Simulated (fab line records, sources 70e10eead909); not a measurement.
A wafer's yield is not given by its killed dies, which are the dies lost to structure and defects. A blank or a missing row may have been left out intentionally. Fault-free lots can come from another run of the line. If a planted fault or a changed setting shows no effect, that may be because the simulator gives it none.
Comparing a struck lot with a sound one + flow nandHarc + 25 steps out of a route of 1302
Sound: these wafers, L517.3, L517.5, L517.6. Wafers L525.2, L525.3, L525.5 were the ones struck. The cause is given at the end.
Order at every step that has rows: each side's tool, ch and its chambers, its first start. Under that, the readings that differ: sound wafers + struck wafers + difference of the means + sigmas: that difference in standard deviations of wafers without a fault.
alike: a reading whose means differ by less than 2 such deviations, as well as words and numbers matching on both sides. not compared: withheld readings; readings where some wafer has no value; bounds like >300 that might hide an equal value; numbers whose values overlap and for which the record gives no deviation.
The two part at a step that has a row with sigmas, a row that says differs or no value, or rows on one side only. When numbers do not overlap yet have no deviation, they are printed without sigmas and do not part them. Lack of a reading on every wafer of one side parts them only where that side has two or more wafers.

first, 1 step without rows for these wafers: NHARC_P_M1_SRD_25.
NHARC_P_M1_INSPECT_27:
  sound on defectInspect-02 at day 6 03:25; struck on defectInspect-02 at day 9 17:32
  alike: rawDefectCount
NHARC_P_M1_PRE_CLEAN_32: time 12 s.
  sound on pecvd-03 ch 0,1,2, day 6 03:37; struck on pecvd-01 ch 1,2, day 9 17:37
  alike: heaterPowerW
NHARC_P_M1_DEP_33: deposits SiCN, target thk 30 nm.
  sound on pecvd-03 ch 0,1,2, day 6 03:45; struck on pecvd-01 ch 1,2, day 9 17:43
  alike: heaterPowerW
then, 7 steps without rows for these wafers: NHARC_P_M2_DEP_00 (deposits SiOC, target thk 182.5 nm); NHARC_P_M2_DEHYDRATE_01 (time 120 s); NHARC_P_M2_HMDS_02 (time 30 s); NHARC_P_M2_COAT_34 (time 65 s); NHARC_P_M2_COAT_03 (resist thk 90 nm); NHARC_P_M2_SOFTBAKE_04 (time 55 s); NHARC_P_M2_EBR_05.
NHARC_P_M2_EXPOSE_06: exposes mask P M2, target cd 170 nm.
  sound on arfiScanner-03 ch 0, day 6 04:47; struck on arfiScanner-03 ch 0, day 9 18:47
  alike: mask
then, 2 steps without rows for these wafers: NHARC_P_M2_PEB_07 (peb time 65 s); NHARC_P_M2_DEVELOP_08 (develop time 35 s).
NHARC_P_M2_CD_MEAS_09: target cd 170 nm.
  sound on cdSem-03 ch 0, day 6 04:55; struck on cdSem-01 ch 0, day 9 18:55
| reading   | sound             | struck            | difference | sigmas |
|-----------|-------------------|-------------------|------------|--------|
| cdNm (nm) | 170.7 170.3 170.0 | 175.3 173.5 173.5 | +3.8       | +6     |
NHARC_P_M2_OVL_MEAS_10: pitch 340 nm.
  sound on overlay-01 at day 6 05:00; struck on overlay-02 at day 9 19:01
  alike: overlayXNm, overlayYNm
NHARC_P_M2_INSPECT_11:
  sound on defectInspect-01 at day 6 05:02; struck on defectInspect-01 at day 9 19:02
  alike: rawDefectCount
NHARC_P_M2_DESCUM_14: chemistry O2, time 3 s.
  sound on rieDiel-09 ch 0,1,3, day 6 05:07; struck on rieDiel-09 ch 0,2, day 9 19:06
| reading              | sound           | struck            | difference | sigmas |
|----------------------|-----------------|-------------------|------------|--------|
| model.P_M2.cdNm (nm) | 171.1 170 169.8 | 175.3 173.2 173.4 | +3.7       |        |
  alike: drypumpMotorCurrentA, oesProductAu, rfVppV, showerheadPlenumPTorr, throttleValvePct
  not compared: rfHoursCounterH
NHARC_P_M2_ETCH_35: etches the open film in N2/H2, target depth 40 nm, overetch 12 nm, time 43.94 s.
  sound on rieDiel-09 ch 0,1, day 6 05:11; struck on rieDiel-09 ch 0,2, day 9 19:11
  alike: drypumpMotorCurrentA, n2FlowSccm, oesProductAu, rfVppV, showerheadPlenumPTorr, throttleValvePct
  not compared: rfHoursCounterH
NHARC_P_M2_ETCH_15: etches the open film in C4F8/Ar, target depth 182.5 nm, time 91.2 s.
  sound: rieDiel-09 ch 0,3; struck: rieDiel-09 ch 0,1,2
| reading             | sound             | struck            | difference | sigmas |
|---------------------|-------------------|-------------------|------------|--------|
| oesProductAu (a.u.) | 0.916 0.916 0.936 | 0.953 0.986 0.976 | +0.049     | +2     |
  alike: rfVppV
  not compared: rfHoursCounterH
NHARC_P_M2_CD_MEAS_16:
  sound on cdSem-03 at day 6 05:24; struck on cdSem-01 at day 9 19:25
| reading   | sound             | struck            | difference | sigmas |
|-----------|-------------------|-------------------|------------|--------|
| cdNm (nm) | 171.2 170.5 169.9 | 175.2 173.1 173.5 | +3.4       | +4     |
NHARC_P_M2_STRIP_18: strips in N2/H2.
  sound on rieDiel-11 ch 0,1, day 6 05:30; struck on rieDiel-11 ch 2,3, day 9 19:29
  alike: drypumpMotorCurrentA, n2FlowSccm, oesProductAu, powerW, rfVppV, showerheadPlenumPTorr, throttleValvePct
  not compared: rfHoursCounterH
NHARC_P_M2_ETCH_28: etches the open film in CF4/N2, target depth 30 nm, time 72.99 s.
  sound: rieDiel-11 ch 1,2,3; struck: rieDiel-11 ch 1,3
| reading              | sound             | struck            | difference | sigmas |
|----------------------|-------------------|-------------------|------------|--------|
| model.P_M2.cdNm (nm) | 171.6 170.8 170.2 | 175.8 173.9 174.1 | +3.7       |        |
  alike: drypumpMotorCurrentA, n2FlowSccm, oesProductAu, rfVppV, showerheadPlenumPTorr, throttleValvePct
  not compared: rfHoursCounterH
then, 1 step without rows for these wafers: NHARC_P_M2_STRIP_19 (strips in post etch residue remover, time 600 s).
-- record jumps: 18 days between struck wafers' starts before vs after; left off in module P_M2, resumes in module END, first step shown is number 1302 of the route --
NHARC_END_SORT_01:
  sound on prober-01 ch 0, day 23 20:47; struck on prober-01 ch 0, day 27 10:02
| reading                | sound          | struck         | difference | sigmas |
|------------------------|----------------|----------------|------------|--------|
| defectLimitedYield (%) | 91.6 91.7 94.5 | 85.4 87.0 83.8 | -7.2       | -2     |
| killedAtArray          | 50 50 35       | 94 87 104      | +50        | +2     |
| killedDies             | 57 56 37       | 99 88 110      | +49        | +3     |
  alike: killedAtOther, killedAtPeriphery, killedOpen, killedShort

== WHERE THEY PART ==
First at NHARC_P_M2_CD_MEAS_09; last, within this record, at NHARC_END_SORT_01.

WHY: what had been put in by the simulator
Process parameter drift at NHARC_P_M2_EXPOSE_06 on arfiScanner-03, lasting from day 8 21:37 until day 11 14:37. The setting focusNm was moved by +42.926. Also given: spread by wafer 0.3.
